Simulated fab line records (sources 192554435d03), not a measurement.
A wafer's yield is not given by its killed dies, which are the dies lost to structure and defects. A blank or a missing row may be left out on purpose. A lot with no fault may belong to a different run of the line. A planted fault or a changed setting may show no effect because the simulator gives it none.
A lot that was struck, set against a sound lot ; flow n5 finfet ; 16 out of 1938 route steps
Sound: the wafers L310.2, L310.3, L310.6. Struck: wafers L316.2, L316.4. The cause is given at the end.
Each step with rows lists, per side, the tool, then ch with its chambers, then its first start. Under that, the readings that differ: sound wafers ; struck wafers ; difference of the means ; sigmas: that difference in standard deviations of wafers without a fault.
alike: same words and numbers on both sides, and readings whose means sit less than 2 such deviations apart. not compared: any withheld reading, any reading some wafer has no value for, any bound like >300 that may hide the same value, and any number with overlapping values for which the record gives no deviation.
Wherever a step has rows on one side only, a row that says differs or no value, or a row with sigmas, the two part there. Non-overlapping numbers with no deviation appear without sigmas and do not part them. Lack of a reading on every wafer of one side parts them only where that side has two or more wafers.

first, 1 step without rows for these wafers: N5_SD_EPI_N_STRIP_47 (strips in CHF3/O2).
N5_SD_EPI_N_SD_RECESS_17: chemistry HBr/Cl2/O2, target depth 41 nm, time 23.7 s, bt time 3 s.
  sound on rie si-05 ch 0,1,3, day 3 15:57; struck on rie si-05 ch 2,3, day 5 01:31
reading;sound;struck;difference;sigmas
bias w (W);111.2 112.0 112.0;112.4 112.6;+0.8;+2
  alike: O2_flow_sccm, drypump motor current A, oes_o_777_au, oes product au, rf fwd power W, throttle valve pct
  not compared: rf hours counter h
N5_SD_EPI_N_STRIP_38: strips in N2/H2.
  sound on plasma asher-01 ch 0, day 3 16:02; struck on plasma asher-02 ch 0,1, day 5 01:36
reading;sound;struck;difference;sigmas
heater power w (W);428 419 412;332 317;-95;-2
  alike: drypump motor current A, oes product au
  not compared: rf hours counter h
then, 4 steps without rows for these wafers: N5_SD_EPI_N_WET_ETCH_43 (etches SiO2 in dHF, time 14 s, target depth 1.5 nm); N5_SD_EPI_N_STRIP_18 (strips in SPM, time 750 s); N5_SD_EPI_N_SRD_20 (time 30 s); N5_SD_EPI_N_PRECLEAN_48 (cleans in NF3:NH3, afs cycles 2, time 20 s, sublimation time 60 s).
N5_SD_EPI_N_VAPOR_ETCH_50: etches Si in HCl, time 54 s.
  sound on epi rpcvd-03 ch 0, day 3 16:48; struck on epi rpcvd-04 ch 0, day 5 02:21
  alike: throttle valve pct
then, 1 step without rows for these wafers: N5_SD_EPI_N_EPI_21 (deposits Si:P, time 690 s).
N5_SD_EPI_N_EPI_MEAS_23:
  sound on film metro-02, day 3 18:40; struck on film metro-01, day 5 04:13
reading;sound;struck;difference;sigmas
thk nm (nm);58.6 58.8 56.9;62.1 59.4;+2.6;+2
then, 2 steps without rows for these wafers: N5_SD_EPI_N_PRECLEAN_24 (cleans in O3/DIW, time 60 s); N5_SD_EPI_N_SRD_25 (time 30 s).
N5_SD_EPI_N_PRECLEAN_49: cleans in NF3:NH3, afs cycles 1, time 20 s, sublimation time 60 s.
  sound on remote plasma-01 ch 1, day 3 18:48; struck on remote plasma-01 ch 1, day 5 04:21
reading;sound;struck;difference;sigmas
temp c (C);29.95 29.99 30.04;29.37 29.51;-0.55;-5
N5_SD_EPI_N_LINER_46: material SiNx, target thk 3 nm.
  sound on ald sin-04 ch 0,2,3, day 3 18:58; struck on ald sin-03 ch 1,2, day 5 05:28
  alike: heater power w
  not compared: since wet clean h
-- a jump in the record: the struck wafers' starts before and after are 5 days apart (it breaks off in module SD_EPI_N and resumes in module BEOL_M4, where the first step shown is number 1111 of the route) --
N5_BEOL_M4_RC_MEAS_101:
  sound on prober-01 ch 0, day 8 13:46; struck on prober-02 ch 0, day 9 23:02
  alike: DIBL_N, DIBL_P, IOFF_N, IOFF_P, ION_N, ION_P, SS_N, SS_P, VT_N, VT_P
-- record jumps: 4 days separate the struck wafers' starts on either side; left off in module BEOL_M4, taken up again in module PASSIVATION, whose first shown step is the route's number 1936 --
N5_PASSIVATION_PROBE_49:
  only the struck wafers here have rows in the record (prober-01, day 14 10:26); the sound ones have none

== WHERE THEY PART ==
At N5_SD_EPI_N_SD_RECESS_17 first; at N5_PASSIVATION_PROBE_49 last (within this record only).

WHY: whatever the simulator had introduced
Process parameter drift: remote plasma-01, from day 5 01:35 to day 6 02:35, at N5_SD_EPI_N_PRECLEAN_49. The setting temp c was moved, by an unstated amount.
